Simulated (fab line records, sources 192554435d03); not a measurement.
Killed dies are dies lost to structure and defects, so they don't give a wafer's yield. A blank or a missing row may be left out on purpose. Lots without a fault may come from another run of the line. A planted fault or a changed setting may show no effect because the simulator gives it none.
Split-lot experiment | flow n5_finfet | 7 lots, 21 wafers read, on a route of 1938 steps

THE SPLIT
At N5_BEOL_M10_ILD_DEP_00 (deposits SiCOH lowk from DEMS/porogen, target thk 308.51 nm, time 58 s), the setting time_s was moved away from the recipe's 58 s on 4 of the 21 wafers read, by -5.7% to +12.9%. The other wafers ran this setting at the recipe's value.

FROM THE SPLIT TO THE READING: what the file shows between them, 1 step
- N5_BEOL_M10_CURE_71: cures SiCOH lowk, time 240 s

THE READING
M10_ILD_THK, in nm, at N5_BEOL_M10_THK_MEAS_01. Fault-free wafers of this fab line usually give 269 nm, standard deviation 3.8 nm.

wafer  | tool, chamber at the split | time_s as run, s | against the recipe | M10_ILD_THK, nm | against lot-mates on the recipe
L076.3 | pecvd-01, 2                | 58               | recipe             | 264             | -
L076.4 | pecvd-01, 0                | 58               | recipe             | 268             | -
L076.6 | pecvd-01, 2                | 58               | recipe             | 266             | -
L077.1 | pecvd-03, 2                | 58               | recipe             | 265             | -
L077.2 | pecvd-03, 1                | 58               | recipe             | 266             | -
L077.6 | pecvd-03, 1                | 58               | recipe             | 270             | -
L081.2 | pecvd-01, 2                | 60.81            | +4.8%              | 281             | +12
L081.3 | pecvd-01, 0                | 58               | recipe             | 267             | -
L081.6 | pecvd-01, 0                | 58               | recipe             | 272             | -
L080.1 | pecvd-01, 0                | 58               | recipe             | 265             | -
L080.4 | pecvd-01, 0                | 65.49            | +12.9%             | 303             | +34
L080.5 | pecvd-01, 2                | 58               | recipe             | 272             | -
L079.2 | pecvd-01, 2                | 54.7             | -5.7%              | 253             | -16
L079.4 | pecvd-01, 0                | 58               | recipe             | 269             | -
L079.6 | pecvd-01, 2                | 54.7             | -5.7%              | 256             | -13
L084.2 | pecvd-01, 2                | 58               | recipe             | 268             | -
L084.4 | pecvd-01, 0                | 58               | recipe             | 269             | -
L084.6 | pecvd-01, 2                | 58               | recipe             | 277             | -
L085.1 | pecvd-01, 2                | 58               | recipe             | 267             | -
L085.3 | pecvd-01, 2                | 58               | recipe             | 272             | -
L085.6 | pecvd-01, 2                | 58               | recipe             | 269             | -

THE FIT
A straight line over all 21 wafers: M10_ILD_THK changes by +2.6 nm for each +1% of time_s; r = +0.95; the points scatter about the line by 3.1 nm.
The same after taking each lot's own level away (the mean of its wafers on the recipe; 21 wafers): +2.61 nm for each +1%; r = +0.97; scatter 2.6 nm.
On that fit, the largest move of time_s shifts the reading by 34 nm.
The lots' own levels span 266.0 to 271.3 nm, that is 1.4 times the standard deviation above.
So the lot-to-lot level changes the slope little: the two slopes agree.
Check: with one of the wafers moved furthest among these (+12.9%) left out of the fit, the line predicts +32.2 nm for it against its lot-mates. It came out at +34.5 nm against them.

OTHER SPLITS ON THESE WAFERS
These wafers also went through other splits before the reading. Each is held against what the fit with the lots' levels taken away leaves over:
other split on the same wafers | wafers away from the commonest value | r with M10_ILD_THK (lot level and that fit taken away)
N5_BEOL_M9_ETCH_66 time_s      | 4                                    | -0.07

THE WHOLE CHAIN: every reading that the file lists as answering this split, in the file's order
step                    | what it does                                                           | reading                                                                                   | change (the file's fit)              | r (the file's)
N5_BEOL_M10_ILD_DEP_00  | deposits SiCOH lowk from DEMS/porogen, target thk 308.51 nm, time 58 s | SiCOH_lowk_of_BEOL_M10_ILD_DEP_00.thk_nm (the simulator's own value, which no gauge read) | +2.96 nm for each +1% of the setting | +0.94
N5_BEOL_M10_CURE_71     | cures SiCOH lowk, time 240 s                                           | SiCOH_lowk_of_BEOL_M10_ILD_DEP_00.thk_nm (the simulator's own value, which no gauge read) | +2.62 nm for each +1% of the setting | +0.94
N5_BEOL_M10_THK_MEAS_01 |                                                                        | M10_ILD_THK                                                                               | +2.62 for each +1% of the setting    | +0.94

THE FILE'S OWN FIT
M10_ILD_THK changes by +2.62 nm for each +1% of time_s, r = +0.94.
